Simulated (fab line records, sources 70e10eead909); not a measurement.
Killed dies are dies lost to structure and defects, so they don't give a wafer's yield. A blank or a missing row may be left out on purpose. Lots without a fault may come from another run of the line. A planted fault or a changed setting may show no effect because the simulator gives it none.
Which tool did it? | flow nand_harc | 13 lots, 39 wafers sampled, at 6 steps of a route of 1159

WHAT THE GAUGES READ, wafer by wafer
NHARC_A_ONON_D1_THK_MEAS_18: measures by ellipsometry. Usual: thk_nm 997 nm, standard deviation 9.4.
lot  | measured     | on            | thk_nm (nm)    | flag
L414 | day 8 09:01  | film_metro-01 | 994 996 995    |
L415 | day 8 14:07  | film_metro-01 | 1004 1004 1001 |
L416 | day 8 22:18  | film_metro-01 | 997 996 996    |
L417 | day 8 22:18  | film_metro-02 | 1010 1011 1011 |
L419 | day 9 02:11  | film_metro-02 | 986 984 986    |
L418 | day 9 02:10  | film_metro-02 | 1013 1012 1013 |
L421 | day 9 14:31  | film_metro-01 | 985 983 982    |
L422 | day 10 10:57 | film_metro-01 | 985 985 985    |
L424 | day 10 15:01 | film_metro-02 | 990 991 989    |
L433 | day 12 18:22 | film_metro-01 | 992 990 991    |
L434 | day 13 12:18 | film_metro-02 | 998 998 1000   |
L435 | day 13 12:17 | film_metro-01 | 972 975 973    |
L436 | day 14 01:46 | film_metro-02 | 1006 1004 1005 |

NHARC_A_ONON_D1_THK_MEAS_24: measures by ellipsometry. Usual: thk_nm 1002 nm, standard deviation 9.4.
lot  | measured     | on            | thk_nm (nm)    | flag
L414 | day 8 10:10  | film_metro-02 | 996 997 996    |
L415 | day 8 15:15  | film_metro-02 | 994 992 994    |
L416 | day 8 23:25  | film_metro-01 | 982 983 984    |
L417 | day 8 23:26  | film_metro-02 | 1013 1011 1013 |
L419 | day 9 03:19  | film_metro-02 | 1007 1008 1007 |
L418 | day 9 03:18  | film_metro-01 | 1007 1007 1006 |
L421 | day 9 15:39  | film_metro-02 | 1025 1023 1022 |
L422 | day 10 12:05 | film_metro-02 | 700 702 701    | OFF
L424 | day 10 16:10 | film_metro-02 | 703 700 701    | OFF
L433 | day 12 19:31 | film_metro-02 | 1008 1009 1007 |
L434 | day 13 13:26 | film_metro-01 | 992 995 995    |
L435 | day 13 13:26 | film_metro-02 | 1012 1011 1011 |
L436 | day 14 02:55 | film_metro-02 | 996 995 993    |

NHARC_A_ONON_D1_INSPECT_32. Usual: raw_defect_count 74, standard deviation 25.
lot  | measured     | on                | raw_defect_count | flag
L414 | day 8 11:56  | defect_inspect-01 | 94 64 70         |
L415 | day 8 16:57  | defect_inspect-02 | 73 80 56         |
L416 | day 9 01:08  | defect_inspect-01 | 121 76 83        |
L417 | day 9 01:09  | defect_inspect-01 | 78 84 96         |
L419 | day 9 05:01  | defect_inspect-01 | 105 163 90       |
L418 | day 9 04:57  | defect_inspect-02 | 46 58 65         |
L421 | day 9 17:20  | defect_inspect-02 | 135 79 89        |
L422 | day 10 13:52 | defect_inspect-02 | 82 81 74         |
L424 | day 10 17:50 | defect_inspect-01 | 98 90 97         |
L433 | day 12 21:19 | defect_inspect-02 | 45 54 38         |
L434 | day 13 15:07 | defect_inspect-01 | 60 47 62         |
L435 | day 13 15:05 | defect_inspect-01 | 101 57 73        |
L436 | day 14 04:36 | defect_inspect-02 | 55 69 88         |

NHARC_END_SORT_01. Usual: killed_at_array 21, standard deviation 8.9; killed_at_other 0.8, standard deviation 1.3; killed_at_periphery 3.6, standard deviation 2.4; killed_dies 26, standard deviation 8.9; killed_open 3.1, standard deviation 1.8; killed_short 1.9, standard deviation 1.3.
lot  | measured     | on        | killed_at_array | killed_at_other | killed_at_periphery | killed_dies | killed_open | killed_short | flag
L422 | day 21 13:46 | prober-01 | 671 675 671     | 5 0 3           | 1 2 3               | 677 677 677 | 2 2 4       | 2 0 3        | OFF
L424 | day 21 14:36 | prober-02 | 672 670 673     | 0 0 0           | 5 7 4               | 677 677 677 | 3 4 2       | 4 3 0        | OFF

WHICH TOOL RAN EACH LOT (tool, then ch and the chambers of the sampled wafers, then the start)
lot  | NHARC_P_BONDPAD_STRIP_15           | NHARC_A_ONON_D1_DEP_22
L414 | rie_diel-13 ch 1,2,3, day 6 23:11  | pecvd_onon-03 ch 0, day 8 09:41
L415 | rie_diel-06 ch 0,1, day 7 03:06    | pecvd_onon-01 ch 0, day 8 14:47
L416 | rie_diel-08 ch 0,2,3, day 7 08:56  | pecvd_onon-01 ch 0, day 8 22:58
L417 | rie_diel-08 ch 0,2, day 7 12:04    | pecvd_onon-02 ch 0, day 8 22:59
L419 | rie_diel-13 ch 0,1,2, day 7 14:45  | pecvd_onon-03 ch 0, day 9 02:52
L418 | rie_diel-08 ch 1,3, day 7 14:59    | pecvd_onon-02 ch 0, day 9 02:54
L421 | rie_diel-08 ch 2,3, day 8 05:10    | pecvd_onon-02 ch 0, day 9 15:12
L422 | rie_diel-13 ch 0,2,3, day 8 19:55  | pecvd_onon-02 ch 0, day 10 11:35
L424 | rie_diel-08 ch 0,1,3, day 9 03:08  | pecvd_onon-02 ch 0, day 10 15:42
L433 | rie_diel-08 ch 1,3, day 11 04:58   | pecvd_onon-03 ch 0, day 12 19:07
L434 | rie_diel-08 ch 0,2,3, day 11 23:19 | pecvd_onon-03 ch 0, day 13 12:55
L435 | rie_diel-13 ch 1,2, day 12 01:51   | pecvd_onon-01 ch 0, day 13 13:02
L436 | rie_diel-08 ch 0,1, day 12 14:01   | pecvd_onon-02 ch 0, day 14 02:27
- NHARC_P_BONDPAD_STRIP_15: strips in O2.
- NHARC_A_ONON_D1_DEP_22: target thk 1000 nm.

WHAT THE TOOLS THEMSELVES READ (means of the sampled wafers that have a number; where no wafer has one, the mark that the record gives instead)
NHARC_P_BONDPAD_STRIP_15. Usual: drypump_motor_current_A 5.9 A, standard deviation 0.42; o2_flow_sccm 499.8 sccm, standard deviation 1.4; oes_product_au 0.999 a.u., standard deviation 0.0088; rf_vpp_V 57.6 V, standard deviation 0.89; showerhead_plenum_p_Torr 3.48 Torr, standard deviation 0.13; throttle_valve_pct 17.035 %, standard deviation 0.0095.
lot  | tool        | drypump_motor_current_A (A) | o2_flow_sccm (sccm) | oes_product_au (a.u.) | rf_vpp_V (V) | showerhead_plenum_p_Torr (Torr) | throttle_valve_pct (%) | flag
L414 | rie_diel-13 | 5.6                         | 499.1               | 1.004                 | 57.4         | 3.41                            | 17.024                 |
L415 | rie_diel-06 | 5.5                         | 499.0               | 0.996                 | 57.6         | 3.41                            | 17.039                 |
L416 | rie_diel-08 | 5.9                         | 499.2               | 0.993                 | 57.3         | 3.53                            | 17.033                 |
L417 | rie_diel-08 | 5.9                         | 499.8               | 1.003                 | 58.2         | 3.61                            | 17.043                 |
L419 | rie_diel-13 | 5.4                         | 500.4               | 1.001                 | 58.0         | 3.53                            | 17.038                 |
L418 | rie_diel-08 | 6.2                         | 499.2               | 0.991                 | 57.5         | 3.40                            | 17.040                 |
L421 | rie_diel-08 | 5.9                         | 499.6               | 0.997                 | 57.4         | 3.45                            | 17.033                 |
L422 | rie_diel-13 | 5.6                         | 501.4               | 1.012                 | 57.1         | 3.43                            | 17.042                 |
L424 | rie_diel-08 | 6.2                         | 502.1               | 1.002                 | 56.7         | 3.48                            | 17.042                 |
L433 | rie_diel-08 | 6.2                         | 497.7               | 0.990                 | 58.2         | 3.40                            | 17.037                 |
L434 | rie_diel-08 | 5.9                         | 500.7               | 0.998                 | 57.8         | 3.53                            | 17.031                 |
L435 | rie_diel-13 | 5.5                         | 498.7               | 1.003                 | 58.0         | 3.40                            | 17.033                 |
L436 | rie_diel-08 | 6.5                         | 498.9               | 0.997                 | 57.3         | 3.49                            | 17.032                 |

THE ANSWER, worked out from the rows above alone
Rule: a lot is off if the mean of its wafers that have a number lies more than 3 standard deviations from the usual mean. A lot without any number at a reading at which 4 lots or more have one is off too. The other lots that the step has rows for count as sound. The gauges are gone through in route order, then the tools' own readings, and for those a lot's mean is taken as printed above. The first step at which some lot is off is used, and at that step the reading that is off furthest; a lot without a number counts as furthest.
Off: L422, L424, at NHARC_A_ONON_D1_THK_MEAS_24 (thk_nm).
A tool fits if, at a process step before that reading, it ran every lot that is off, and no sound lot after the first of them. The gauges at NHARC_A_ONON_D1_THK_MEAS_24 aren't tried: what is off there is off at NHARC_END_SORT_01 too, on other tools, and a gauge's error can't cause that. None of those tried fits.

WHAT THE SIMULATOR HAD PUT IN
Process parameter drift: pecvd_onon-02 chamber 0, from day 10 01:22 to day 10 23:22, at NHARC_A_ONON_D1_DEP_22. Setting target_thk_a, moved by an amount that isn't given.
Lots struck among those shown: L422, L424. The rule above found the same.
